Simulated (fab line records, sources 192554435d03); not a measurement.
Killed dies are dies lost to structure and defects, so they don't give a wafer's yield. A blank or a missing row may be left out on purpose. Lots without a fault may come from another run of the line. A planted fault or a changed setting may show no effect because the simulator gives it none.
Chamber matching | flow n5_finfet | N5_BEOL_M8_CURE_75 on uv_cure-02: 3 sister chambers
The step cures SiCOH lowk, time 120 s. 16 wafers are shown with their chamber, then 8 later ones without.

WAFERS WITH THEIR CHAMBER
wafer  | chamber | wafer_temp_C_max | lamp_power_pct (%)
L075.1 | 2       | 371.5            | 52.24
L075.4 | 2       | 372.4            | 52.31
L075.6 | 2       | 371.3            | 52.39
L078.2 | 2       | 372.0            | 52.39
L078.4 | 2       | 372.1            | 52.46
L078.6 | 2       | 371.7            | 52.29
L074.2 | 0       | 372.8            | 52.34
L074.4 | 0       | 372.7            | 52.21
L074.5 | 0       | 372.6            | 52.42
L081.2 | 2       | 371.8            | 52.32
L081.3 | 2       | 371.9            | 52.28
L081.5 | 2       | 371.6            | 52.34
L085.1 | 2       | 372.1            | 52.27
L085.4 | 2       | 371.1            | 52.31
L085.5 | 2       | 371.3            | 52.31
L093.2 | 1       | 372.2            | 52.39

SIGNATURES (means of the wafers above)
reading          | chamber 0 | chamber 1 | chamber 2 | scatter within a chamber
wafer_temp_C_max | 372.700   | 372.200   | 371.733   | 0.36
lamp_power_pct   | 52.3233   | 52.3900   | 52.3258   | 0.0699
Rule: a wafer's distance from a chamber is the root of the sum, over the readings, of the square of ((its reading less the chamber's mean) divided by the reading's scatter). The wafer belongs to the nearest chamber; if the next one is less than 2 further off, it can't be placed. The scatter: the root of (the sum of the squares of (reading less its chamber's mean) over the shown wafers, divided by (wafers less chambers)).

WAFERS WITHOUT THEIR CHAMBER
wafer  | wafer_temp_C_max | lamp_power_pct (%)
L093.3 | 372.7            | 52.36
L093.4 | 372.5            | 52.32
L095.4 | 372.7            | 52.32
L095.5 | 372.3            | 52.47
L095.6 | 372.9            | 52.42
L094.3 | 371.8            | 52.40
L094.4 | 371.7            | 52.30
L094.6 | 371.3            | 52.36

WHICH CHAMBER EACH WENT THROUGH
wafer  | from the rows above          | in truth
L093.3 | can't be placed: 0 or 1      | 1
L093.4 | can't be placed: 0 or 1 or 2 | 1
L095.4 | can't be placed: 0 or 1      | 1
L095.5 | can't be placed: 1 or 0 or 2 | 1
L095.6 | can't be placed: 0 or 1      | 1
L094.3 | can't be placed: 2 or 1 or 0 | 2
L094.4 | can't be placed: 2 or 1      | 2
L094.6 | can't be placed: 2 or 1      | 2
Placed correctly: 0 of 8. Can't be placed from these rows: 8 (the true chamber is among the candidates in 8). Placed wrongly: 0.
